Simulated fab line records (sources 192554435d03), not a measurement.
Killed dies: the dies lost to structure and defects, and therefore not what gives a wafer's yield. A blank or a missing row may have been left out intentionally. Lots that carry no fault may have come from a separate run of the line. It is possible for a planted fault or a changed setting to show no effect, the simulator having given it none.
fab line records	flow n5_finfet
record lots=24	wafers=72	last_day=18
route steps=1938 shown BEOL_M2@898 BEOL_M3@947
lots with no fault: from the same line, run without faults
start_h: the number of hours between the record's first day and the start of the first shown wafer of the lot	wait_h: hours from the lot's prior step to this one	" repeats the value in the row above	L1.1+2: a single row standing in for several wafers	- either no value or no given start	* or withheld: withheld	< > ~ a bound
route shown NAME@n: NAME is a module with steps in the file, n the number in the route of the first one	usual: mean/standard deviation of fault-free wafers	same: alike in all rows	chamber/n: place in a boat	sites: readings site by site	_std_site: the values' standard deviation	_edge_site: the outer-site mean with the inner-site mean subtracted	radius_mm: how far each site lies from the wafer's centre	mask NAME#n: copy n	behind: the tool/chamber that last shaped the wafer	hold: reason for holding the lot/hours on hold/outcome of the hold	device: whichever transistor did not switch (one of n, p or np)	end of line: tests run on the same wafers once the route is complete	for a step that has no rows: nothing shown but its recipe	killed: count of dies lost to structure and defects at first sort (not the wafer's yield)	map: the dies of a wafer, with x for killed, . for not killed, _ for no die there
set.NAME: the setting the step ran with; set.NAME@STEP: the setting that earlier step ran with	model.NAME: the simulator's own value behind a step, which no gauge read
a sample of lots followed through the steps of the route, with each step as a table and each wafer as a row
services: when a tool's chamber went out of use (start_h, in hours from the record's first day, below 0 if earlier), for how many hours, and the reason
## steps
# step N5_BEOL_M2_CD_MEAS_35
# recipe target_cd_nm=18	target_cd_y_nm=22.2	polarity=opening
# usual cd_nm=18.07/0.29
lot.wafer	tool	chamber	start_h	wait_h	cd_nm
L074.1	cd_sem-03	-	156.02	0.0	17.96
L074.2	"	-	"	"	17.86
L074.3	"	-	"	"	18.04
L075.1	cd_sem-03	-	158.39	0.0	18.26
L075.5	"	-	"	"	17.99
L075.6	"	-	"	"	18.00
L077.1	cd_sem-01	-	160.50	0.0	18.07
L077.5	"	-	"	"	17.80
L077.6	"	-	"	"	18.26
L076.1	cd_sem-02	-	165.10	0.0	17.58
L076.3	"	-	"	"	17.94
L076.4	"	-	"	"	18.19
L078.3	cd_sem-03	-	168.32	0.0	17.78
L078.4	"	-	"	"	18.22
L078.6	"	-	"	"	17.66
L079.2	cd_sem-01	-	168.74	0.0	18.10
L079.3	"	-	"	"	18.47
L079.4	"	-	"	"	18.55
L080.1	cd_sem-02	-	174.08	0.0	17.83
L080.3	"	-	"	"	17.84
L080.5	"	-	"	"	18.19
L081.1	cd_sem-03	-	185.82	0.0	17.74
L081.4	"	-	"	"	18.31
L081.6	"	-	"	"	18.71
L083.2	cd_sem-01	-	193.11	0.0	18.41
L083.5	"	-	"	"	18.31
L083.6	"	-	"	"	18.39
L082.1	cd_sem-01	-	196.89	0.0	17.60
L082.4	"	-	"	"	18.01
L082.5	"	-	"	"	17.93
L084.1	cd_sem-01	-	221.11	0.0	18.52
L084.4	"	-	"	"	17.40
L084.5	"	-	"	"	17.99
L085.1	cd_sem-03	-	225.73	0.0	18.10
L085.4	"	-	"	"	18.19
L085.6	"	-	"	"	18.03
L086.1	cd_sem-03	-	225.83	0.0	17.97
L086.4	"	-	"	"	17.77
L086.5	"	-	"	"	17.93
L087.3	cd_sem-01	-	231.20	0.0	17.99
L087.4	"	-	"	"	18.51
L087.6	"	-	"	"	18.25
L089.1	cd_sem-01	-	236.11	0.0	17.91
L089.2	"	-	"	"	18.41
L089.4	"	-	"	"	18.14
L088.1	cd_sem-02	-	239.36	0.0	18.40
L088.2	"	-	"	"	18.13
L088.6	"	-	"	"	18.18
L090.1	cd_sem-02	-	239.48	0.0	18.26
L090.2	"	-	"	"	17.93
L090.3	"	-	"	"	18.20
L092.1	cd_sem-03	-	253.51	0.0	18.43
L092.2	"	-	"	"	18.24
L092.3	"	-	"	"	18.23
L091.1	cd_sem-01	-	256.88	0.0	18.47
L091.4	"	-	"	"	18.24
L091.6	"	-	"	"	18.25
L093.3	cd_sem-03	-	257.37	0.0	18.27
L093.4	"	-	"	"	18.19
L093.6	"	-	"	"	17.54
L094.1	cd_sem-02	-	262.29	0.0	17.67
L094.4	"	-	"	"	18.08
L094.6	"	-	"	"	17.97
L095.2	cd_sem-01	-	267.11	0.0	17.93
L095.3	"	-	"	"	18.06
L095.6	"	-	"	"	18.23
L096.1	cd_sem-03	-	278.77	0.0	18.42
L096.2	"	-	"	"	17.85
L096.5	"	-	"	"	17.74
L097.1	cd_sem-03	-	297.39	0.0	17.60
L097.4	"	-	"	"	17.52
L097.6	"	-	"	"	17.71
# step N5_BEOL_M2_SPUTTER_48
# recipe material=Cu	target_thk_a=45	temp_c=-20	chamber_pressure_pa=0.07	power_w=withheld	time_s=8.29
# usual chamber_pressure_pa=0.07/0.00013	throttle_valve_pct=30.1/1.1
# same time_s=8.29
lot.wafer	tool	chamber	start_h	wait_h	chamber_pressure_pa	throttle_valve_pct
L074.1	pvd_sputter-01	-	156.98	0.2	0.06994	29.6
L074.2	"	-	"	"	0.06992	29.5
L074.3	"	-	"	"	0.06995	30.0
L075.1	pvd_sputter-03	-	160.13	0.2	0.07016	30.5
L075.5	"	-	"	"	0.07006	31.2
L075.6	"	-	"	"	0.07009	28.2
L077.1	pvd_sputter-01	-	162.96	0.9	0.06986	29.8
L077.5	"	-	"	"	0.06997	29.7
L077.6	"	-	"	"	0.06985	29.7
L076.1	pvd_sputter-03	-	165.87	0.1	0.07001	28.5
L076.3	"	-	"	"	0.06992	31.4
L076.4	"	-	"	"	0.07007	30.6
L078.3	pvd_sputter-03	-	169.88	0.1	0.07017	30.6
L078.4	"	-	"	"	0.07025	31.4
L078.6	"	-	"	"	0.06994	28.5
L079.2	pvd_sputter-03	-	171.72	1.5	0.07025	28.4
L079.3	"	-	"	"	0.07003	31.6
L079.4	"	-	"	"	0.06996	31.2
L080.1	pvd_sputter-02	-	175.05	0.2	0.06968	29.5
L080.3	"	-	"	"	0.07	31.2
L080.5	"	-	"	"	0.07003	30.8
L081.1	pvd_sputter-03	-	186.66	0.1	0.07009	30.3
L081.4	"	-	"	"	0.06991	31.3
L081.6	"	-	"	"	0.06991	30.1
L083.2	pvd_sputter-01	-	194.66	0.3	0.06981	29.8
L083.5	"	-	"	"	0.07008	32.1
L083.6	"	-	"	"	0.07	30.0
L082.1	pvd_sputter-02	-	199.18	1.7	0.07019	30.7
L082.4	"	-	"	"	0.06985	31.1
L082.5	"	-	"	"	0.06986	31.2
L084.1	pvd_sputter-01	-	223.73	0.1	0.07009	29.8
L084.4	"	-	"	"	0.06987	32.0
L084.5	"	-	"	"	0.06993	32.0
L085.1	pvd_sputter-01	-	226.77	0.2	0.07014	29.9
L085.4	"	-	"	"	0.06997	29.6
L085.6	"	-	"	"	0.07001	31.9
L086.1	pvd_sputter-02	-	228.48	1.6	0.06996	28.0
L086.4	"	-	"	"	0.06978	30.8
L086.5	"	-	"	"	0.0701	28.1
L087.3	pvd_sputter-01	-	233.66	1.5	0.07004	29.8
L087.4	"	-	"	"	0.07003	30.0
L087.6	"	-	"	"	0.06997	29.6
L089.1	pvd_sputter-02	-	237.05	0.1	0.06992	28.6
L089.2	"	-	"	"	0.06993	29.5
L089.4	"	-	"	"	0.07011	31.2
L088.1	pvd_sputter-01	-	240.28	0.1	0.06997	29.7
L088.2	"	-	"	"	0.06987	32.1
L088.6	"	-	"	"	0.07003	29.5
L090.1	pvd_sputter-02	-	240.53	0.1	0.06989	29.6
L090.2	"	-	"	"	0.07005	30.7
L090.3	"	-	"	"	0.06999	28.2
L092.1	pvd_sputter-03	-	254.24	0.1	0.06984	28.2
L092.2	"	-	"	"	0.07015	31.3
L092.3	"	-	"	"	0.07008	30.6
L091.1	pvd_sputter-03	-	257.72	0.1	0.06976	30.3
L091.4	"	-	"	"	0.06998	28.5
L091.6	"	-	"	"	0.06985	30.4
L093.3	pvd_sputter-03	-	259.70	0.1	0.06991	30.4
L093.4	"	-	"	"	0.07003	31.4
L093.6	"	-	"	"	0.06987	31.1
L094.1	pvd_sputter-03	-	264.00	0.4	0.0702	29.9
L094.4	"	-	"	"	0.07006	31.3
L094.6	"	-	"	"	0.06995	28.2
L095.2	pvd_sputter-02	-	271.24	0.2	0.06962	30.5
L095.3	"	-	"	"	0.06991	29.8
L095.6	"	-	"	"	0.06995	30.8
L096.1	pvd_sputter-02	-	280.22	0.2	0.07016	28.3
L096.2	"	-	"	"	0.07018	29.5
L096.5	"	-	"	"	0.07004	29.6
L097.1	pvd_sputter-02	-	300.50	1.7	0.07007	28.1
L097.4	"	-	"	"	0.06996	29.5
L097.6	"	-	"	"	0.06972	29.6
# step N5_BEOL_M2_ANNEAL_93
# recipe temp_c=400	time_s=240	ambient=vacuum
# usual heater_power_w=820/90
# same time_s=240
lot.wafer	tool	chamber	start_h	wait_h	heater_power_w
L074.1	pvd_sputter-01	-	158.38	0.0	957
L074.2	"	-	"	"	918
L074.3	"	-	"	"	615
L075.1	pvd_sputter-03	-	161.53	0.0	911
L075.5	"	-	"	"	828
L075.6	"	-	"	"	879
L077.1	pvd_sputter-01	-	164.36	0.0	953
L077.5	"	-	"	"	613
L077.6	"	-	"	"	926
L076.1	pvd_sputter-03	-	167.27	0.0	882
L076.3	"	-	"	"	834
L076.4	"	-	"	"	925
L078.3	pvd_sputter-03	-	171.28	0.0	895
L078.4	"	-	"	"	824
L078.6	"	-	"	"	874
L079.2	pvd_sputter-03	-	173.12	0.0	875
L079.3	"	-	"	"	829
L079.4	"	-	"	"	835
L080.1	pvd_sputter-02	-	176.45	0.0	723
L080.3	"	-	"	"	914
L080.5	"	-	"	"	759
L081.1	pvd_sputter-03	-	188.06	0.0	793
L081.4	"	-	"	"	837
L081.6	"	-	"	"	814
L083.2	pvd_sputter-01	-	196.06	0.0	951
L083.5	"	-	"	"	730
L083.6	"	-	"	"	935
L082.1	pvd_sputter-02	-	200.58	0.0	773
L082.4	"	-	"	"	920
L082.5	"	-	"	"	914
L084.1	pvd_sputter-01	-	225.13	0.0	945
L084.4	"	-	"	"	722
L084.5	"	-	"	"	749
L085.1	pvd_sputter-01	-	228.17	0.0	612
L085.4	"	-	"	"	950
L085.6	"	-	"	"	735
L086.1	pvd_sputter-02	-	229.88	0.0	780
L086.4	"	-	"	"	775
L086.5	"	-	"	"	782
L087.3	pvd_sputter-01	-	235.06	0.0	945
L087.4	"	-	"	"	612
L087.6	"	-	"	"	941
L089.1	pvd_sputter-02	-	238.45	0.0	771
L089.2	"	-	"	"	719
L089.4	"	-	"	"	890
L088.1	pvd_sputter-01	-	241.68	0.0	946
L088.2	"	-	"	"	748
L088.6	"	-	"	"	914
L090.1	pvd_sputter-02	-	241.93	0.0	751
L090.2	"	-	"	"	752
L090.3	"	-	"	"	790
L092.1	pvd_sputter-03	-	255.64	0.0	879
L092.2	"	-	"	"	819
L092.3	"	-	"	"	875
L091.1	pvd_sputter-03	-	259.12	0.0	901
L091.4	"	-	"	"	861
L091.6	"	-	"	"	906
L093.3	pvd_sputter-03	-	261.10	0.0	906
L093.4	"	-	"	"	841
L093.6	"	-	"	"	847
L094.1	pvd_sputter-03	-	265.40	0.0	812
L094.4	"	-	"	"	820
L094.6	"	-	"	"	857
L095.2	pvd_sputter-02	-	272.64	0.0	748
L095.3	"	-	"	"	717
L095.6	"	-	"	"	754
L096.1	pvd_sputter-02	-	281.62	0.0	776
L096.2	"	-	"	"	719
L096.5	"	-	"	"	721
L097.1	pvd_sputter-02	-	301.90	0.0	790
L097.4	"	-	"	"	721
L097.6	"	-	"	"	723
# step N5_BEOL_M2_ANNEAL_51
# recipe temp_c=225	time_s=90	ambient=N2
# usual wafer_temp_C_max=225.9/0.32
# same time_s=90
lot.wafer	tool	chamber	start_h	wait_h	wafer_temp_C_max
L074.1	rtp_anneal-02	0	158.94	0.1	225.9
L074.2	"	0	"	"	226.0
L074.3	"	0	"	"	225.9
L075.1	rtp_anneal-02	0	162.09	0.1	225.8
L075.5	"	0	"	"	226.0
L075.6	"	0	"	"	226.0
L077.1	rtp_anneal-02	0	164.91	0.1	226.1
L077.5	"	0	"	"	226.0
L077.6	"	0	"	"	225.9
L076.1	rtp_anneal-02	0	167.83	0.1	226.5
L076.3	"	0	"	"	226.0
L076.4	"	0	"	"	226.0
L078.3	rtp_anneal-01	0	171.93	0.1	226.0
L078.4	"	0	"	"	225.4
L078.6	"	0	"	"	225.5
L079.2	rtp_anneal-01	0	173.73	0.1	225.8
L079.3	"	0	"	"	225.5
L079.4	"	0	"	"	225.4
L080.1	rtp_anneal-02	0	177.01	0.1	226.2
L080.3	"	0	"	"	225.9
L080.5	"	0	"	"	225.7
L081.1	rtp_anneal-01	0	188.62	0.1	225.1
L081.4	"	0	"	"	225.2
L081.6	"	0	"	"	225.9
L083.2	rtp_anneal-01	0	196.92	0.4	225.8
L083.5	"	0	"	"	226.1
L083.6	"	0	"	"	225.7
L082.1	rtp_anneal-02	0	201.20	0.1	225.8
L082.4	"	0	"	"	226.1
L082.5	"	0	"	"	226.2
L084.1	rtp_anneal-02	0	225.68	0.1	225.9
L084.4	"	0	"	"	226.0
L084.5	"	0	"	"	226.4
L085.1	rtp_anneal-01	0	229.06	0.4	225.5
L085.4	"	0	"	"	225.4
L085.6	"	0	"	"	225.5
L086.1	rtp_anneal-02	0	230.44	0.1	226.0
L086.4	"	0	"	"	226.6
L086.5	"	0	"	"	226.1
L087.3	rtp_anneal-02	0	235.71	0.1	226.0
L087.4	"	0	"	"	226.2
L087.6	"	0	"	"	226.2
L089.1	rtp_anneal-02	0	239.16	0.2	225.8
L089.2	"	0	"	"	226.3
L089.4	"	0	"	"	226.2
L088.1	rtp_anneal-01	0	242.24	0.1	225.7
L088.2	"	0	"	"	225.6
L088.6	"	0	"	"	225.7
L090.1	rtp_anneal-02	0	242.49	0.1	226.4
L090.2	"	0	"	"	226.9
L090.3	"	0	"	"	226.2
L092.1	rtp_anneal-02	0	256.21	0.1	225.9
L092.2	"	0	"	"	226.2
L092.3	"	0	"	"	225.8
L091.1	rtp_anneal-01	0	259.86	0.2	225.9
L091.4	"	0	"	"	225.6
L091.6	"	0	"	"	225.6
L093.3	rtp_anneal-02	0	261.75	0.1	226.0
L093.4	"	0	"	"	226.4
L093.6	"	0	"	"	226.2
L094.1	rtp_anneal-02	0	265.96	0.1	226.3
L094.4	"	0	"	"	226.1
L094.6	"	0	"	"	225.6
L095.2	rtp_anneal-01	0	273.24	0.1	225.6
L095.3	"	0	"	"	225.7
L095.6	"	0	"	"	225.7
L096.1	rtp_anneal-02	0	282.17	0.1	226.0
L096.2	"	0	"	"	226.0
L096.5	"	0	"	"	225.9
L097.1	rtp_anneal-02	0	302.45	0.1	226.3
L097.4	"	0	"	"	226.1
L097.6	"	0	"	"	226.3
# step N5_BEOL_M2_INSPECT_59
# recipe inspect_instrument=darkfield	mode=post_dep
# usual raw_defect_count=71/22
lot.wafer	tool	chamber	start_h	wait_h	raw_defect_count
L074.1	defect_inspect-02	-	159.84	0.0	91
L074.2	"	-	"	"	102
L074.3	"	-	"	"	109
L075.1	defect_inspect-01	-	162.97	0.0	60
L075.5	"	-	"	"	51
L075.6	"	-	"	"	59
L077.1	defect_inspect-01	-	166.47	0.0	32
L077.5	"	-	"	"	68
L077.6	"	-	"	"	44
L076.1	defect_inspect-02	-	168.74	0.0	58
L076.3	"	-	"	"	54
L076.4	"	-	"	"	49
L078.3	defect_inspect-01	-	172.72	0.0	98
L078.4	"	-	"	"	61
L078.6	"	-	"	"	72
L079.2	defect_inspect-02	-	174.56	0.0	95
L079.3	"	-	"	"	76
L079.4	"	-	"	"	88
L080.1	defect_inspect-02	-	177.89	0.0	105
L080.3	"	-	"	"	67
L080.5	"	-	"	"	69
L081.1	defect_inspect-01	-	189.50	0.0	102
L081.4	"	-	"	"	132
L081.6	"	-	"	"	57
L083.2	defect_inspect-01	-	197.75	0.0	37
L083.5	"	-	"	"	53
L083.6	"	-	"	"	45
L082.1	defect_inspect-01	-	202.43	0.0	63
L082.4	"	-	"	"	46
L082.5	"	-	"	"	82
L084.1	defect_inspect-02	-	226.59	0.0	65
L084.4	"	-	"	"	64
L084.5	"	-	"	"	61
L085.1	defect_inspect-02	-	230.20	0.0	69
L085.4	"	-	"	"	93
L085.6	"	-	"	"	96
L086.1	defect_inspect-02	-	231.47	0.0	65
L086.4	"	-	"	"	58
L086.5	"	-	"	"	49
L087.3	defect_inspect-02	-	236.50	0.0	125
L087.4	"	-	"	"	93
L087.6	"	-	"	"	121
L089.1	defect_inspect-01	-	240.04	0.0	81
L089.2	"	-	"	"	78
L089.4	"	-	"	"	111
L088.1	defect_inspect-02	-	243.11	0.0	84
L088.2	"	-	"	"	106
L088.6	"	-	"	"	94
L090.1	defect_inspect-02	-	243.42	0.0	38
L090.2	"	-	"	"	49
L090.3	"	-	"	"	80
L092.1	defect_inspect-01	-	257.09	0.0	57
L092.2	"	-	"	"	80
L092.3	"	-	"	"	77
L091.1	defect_inspect-01	-	260.74	0.0	50
L091.4	"	-	"	"	45
L091.6	"	-	"	"	69
L093.3	defect_inspect-02	-	262.54	0.0	50
L093.4	"	-	"	"	86
L093.6	"	-	"	"	81
L094.1	defect_inspect-02	-	266.83	0.0	87
L094.4	"	-	"	"	109
L094.6	"	-	"	"	87
L095.2	defect_inspect-01	-	274.10	0.0	55
L095.3	"	-	"	"	85
L095.6	"	-	"	"	72
L096.1	defect_inspect-02	-	283.05	0.0	44
L096.2	"	-	"	"	47
L096.5	"	-	"	"	38
L097.1	defect_inspect-02	-	303.94	0.0	61
L097.4	"	-	"	"	48
L097.6	"	-	"	"	77
# step N5_BEOL_M3_DESCUM_16
# recipe chemistry=O2	time_s=7	source_power_w=50	bias_power_w=20	pressure_mtorr=20	rf_frequency_hz=2.712e+07	temp_c=40	resist=CAR-EUV	o2_flow_sccm=225
# usual chamber_pressure_mTorr=19.999/0.017	drypump_motor_current_A=5.7/0.35	oes_product_au=0.79/0.082	rf_vpp_V=243.2/1.4	showerhead_plenum_p_Torr=2.09/0.074	throttle_valve_pct=20.44/0.23
# same time_s=7
lot.wafer	tool	chamber	start_h	wait_h	chamber_pressure_mTorr	drypump_motor_current_A	oes_product_au	rf_hours_counter_h	rf_vpp_V	showerhead_plenum_p_Torr	throttle_valve_pct
L074.1	rie_diel-06	1	161.38	0.2	19.976	5.9	0.77	129	240.0	1.95	20.92
L074.2	"	0	"	"	20.003	5.7	0.81	97	245.0	2.19	20.43
L074.3	"	2	"	"	20.016	5.9	0.74	158	241.3	2.01	20.77
L075.1	rie_diel-05	2	164.65	0.0	19.989	6.0	0.71	201	244.2	2.16	20.23
L075.5	"	1	"	"	19.990	5.2	0.90	-	243.0	2.05	20.34
L075.6	"	0	"	"	19.972	6.2	0.73	-	242.8	2.08	20.35
L077.1	rie_diel-05	1	168.67	0.0	20.022	5.2	0.90	21	242.7	2.05	20.31
L077.5	"	1	"	"	19.994	5.2	0.89	-	243.0	2.05	20.32
L077.6	"	0	"	"	19.998	6.1	0.73	-	242.7	2.08	20.35
L076.1	rie_diel-06	1	169.77	0.0	19.998	5.9	0.75	132	240.6	1.94	20.93
L076.3	"	2	"	"	19.987	5.8	0.73	161	241.8	2.01	20.79
L076.4	"	1	"	"	20.006	5.9	0.75	-	240.8	1.94	20.94
L078.3	rie_diel-05	0	174.89	0.0	19.997	6.2	0.73	161	243.3	2.08	20.36
L078.4	"	1	"	"	20.025	5.2	0.89	23	242.1	2.04	20.31
L078.6	"	0	"	"	19.990	6.2	0.73	-	243.5	2.08	20.37
L079.2	rie_diel-02	3	176.00	0.0	20.001	5.5	0.75	157	243.8	2.09	20.53
L079.3	"	0	"	"	20.006	5.4	0.69	236	245.2	2.15	20.42
L079.4	"	2	"	"	19.974	5.5	0.79	109	242.0	2.02	20.31
L080.1	rie_diel-06	2	178.82	0.1	19.997	5.8	0.73	165	242.1	2.01	20.79
L080.3	"	3	"	"	20.010	5.3	1.03	0	245.1	2.23	19.97
L080.5	"	2	"	"	19.990	5.8	0.73	-	243.2	2.01	20.79
L081.1	rie_diel-02	1	193.00	0.3	19.977	6.4	0.79	103	244.5	2.20	20.80
L081.4	"	3	"	"	19.987	5.5	0.75	162	241.8	2.09	20.53
L081.6	"	0	"	"	20.008	5.4	0.70	-	244.2	2.14	20.44
L083.2	rie_diel-02	2	199.91	0.1	19.984	5.5	0.77	115	242.3	2.02	20.33
L083.5	"	3	"	"	20.003	5.5	0.75	-	242.8	2.09	20.55
L083.6	"	0	"	"	19.997	5.4	0.69	-	245.1	2.14	20.43
L082.1	rie_diel-02	0	207.44	0.0	20.008	5.4	0.69	246	243.5	2.14	20.44
L082.4	"	2	"	"	19.977	5.5	0.77	118	242.7	2.02	20.33
L082.5	"	0	"	"	19.982	5.4	0.70	-	243.0	2.14	20.40
L084.1	rie_diel-02	2	229.31	0.2	19.977	5.5	0.76	125	241.4	2.02	20.34
L084.4	"	2	"	"	19.966	5.5	0.76	-	242.8	2.02	20.35
L084.5	"	3	"	"	20.011	5.5	0.73	-	243.4	2.08	20.56
L085.1	rie_diel-06	0	231.41	0.0	20.016	5.7	0.80	119	243.8	2.19	20.48
L085.4	"	1	"	"	20.016	5.9	0.74	150	241.2	1.94	20.95
L085.6	"	0	"	"	19.995	5.7	0.80	-	244.8	2.19	20.48
L086.1	rie_diel-05	1	232.42	0.1	20.013	5.2	0.86	38	242.6	2.04	20.36
L086.4	"	0	"	"	19.979	6.1	0.73	178	241.6	2.08	20.40
L086.5	"	1	"	"	19.961	5.2	0.85	-	242.8	2.04	20.34
L087.3	rie_diel-05	0	240.19	0.3	20.013	6.1	0.72	180	244.3	2.08	20.39
L087.4	"	2	"	"	20.002	6.0	0.70	221	245.1	2.15	20.27
L087.6	"	3	"	"	19.999	5.5	0.90	-	242.6	2.04	20.24
L089.1	rie_diel-05	1	240.75	0.0	20.012	5.2	0.86	41	241.8	2.04	20.37
L089.2	"	0	"	"	19.993	6.1	0.72	181	244.0	2.08	20.39
L089.4	"	3	"	"	19.964	5.6	0.90	32	241.8	2.04	20.25
L088.1	rie_diel-02	3	243.82	0.0	20.005	5.5	0.73	182	242.6	2.08	20.57
L088.2	"	2	"	"	20.002	5.5	0.75	133	242.5	2.01	20.35
L088.6	"	2	"	"	20.025	5.5	0.76	-	241.6	2.01	20.36
L090.1	rie_diel-05	2	244.13	0.0	19.975	6.0	0.70	223	244.0	2.15	20.25
L090.2	"	1	"	"	20.031	5.2	0.86	42	243.3	2.04	20.36
L090.3	"	3	"	"	20.013	5.5	0.90	33	242.1	2.04	20.25
L092.1	rie_diel-05	1	257.90	0.1	19.972	5.2	0.85	46	242.1	2.04	20.36
L092.2	"	3	"	"	20.009	5.6	0.88	38	243.1	2.04	20.26
L092.3	"	2	"	"	19.989	6.0	0.69	227	244.0	2.15	20.27
L091.1	rie_diel-02	0	262.08	0.0	20.036	5.4	0.97	3	244.8	2.14	20.07
L091.4	"	1	"	"	20.005	6.3	0.77	124	245.1	2.20	20.83
L091.6	"	3	"	"	19.981	5.5	0.73	-	243.0	2.08	20.58
L093.3	rie_diel-06	1	266.02	0.0	20.026	5.9	0.74	160	239.9	1.93	20.97
L093.4	"	2	"	"	20.020	5.9	0.71	190	241.4	2.00	20.83
L093.6	"	1	"	"	20.006	5.9	0.74	-	241.3	1.93	20.96
L094.1	rie_diel-02	0	268.42	0.0	19.987	5.4	0.95	5	244.2	2.14	20.06
L094.4	"	2	"	"	20.014	5.5	0.76	140	240.6	2.01	20.36
L094.6	"	1	"	"	19.994	6.4	0.77	-	244.5	2.20	20.83
L095.2	rie_diel-05	1	275.43	0.0	19.965	5.2	0.84	51	242.5	2.03	20.37
L095.3	"	0	"	"	20.009	6.1	0.71	190	242.1	2.07	20.39
L095.6	"	3	"	"	20.001	5.6	0.87	-	242.9	2.04	20.24
L096.1	rie_diel-05	2	284.13	0.1	20.007	6.0	0.69	235	245.5	2.15	20.27
L096.2	"	3	"	"	19.983	5.6	0.88	46	241.3	2.04	20.25
L096.5	"	1	"	"	19.988	5.2	0.85	-	242.9	2.03	20.38
L097.1	rie_diel-05	1	304.70	0.0	20.013	5.2	0.84	61	242.3	2.03	20.40
L097.4	"	0	"	"	19.985	6.2	0.70	195	242.6	2.07	20.42
L097.6	"	2	"	"	19.990	6.0	0.68	-	244.0	2.15	20.29
## services
tool	chamber	start_h	hours	kind
pvd_sputter-02	-	137.70	5.1	repair
rie_diel-06	0	151.75	8.8	repair
rie_diel-06	3	160.69	-	clean
rie_diel-06	3	160.69	-	consumable_replace:focus_ring
rie_diel-06	3	160.69	-	consumable_replace:showerhead
rie_diel-06	3	160.69	18.1	scheduled_down
rie_diel-06	3	160.69	18.1	vent_cycle
rtp_anneal-01	-	172.14	1.0	pm
rie_diel-06	1	185.66	1.9	repair
rie_diel-02	2	186.31	1.2	repair
rie_diel-02	-	211.42	0.1	repair
rie_diel-02	0	219.73	-	clean
rie_diel-02	0	219.73	-	consumable_replace:focus_ring
rie_diel-02	1	234.79	10.1	repair
pvd_sputter-03	-	271.86	1.3	repair
rie_diel-05	0	290.58	14.1	repair
## key
fault none
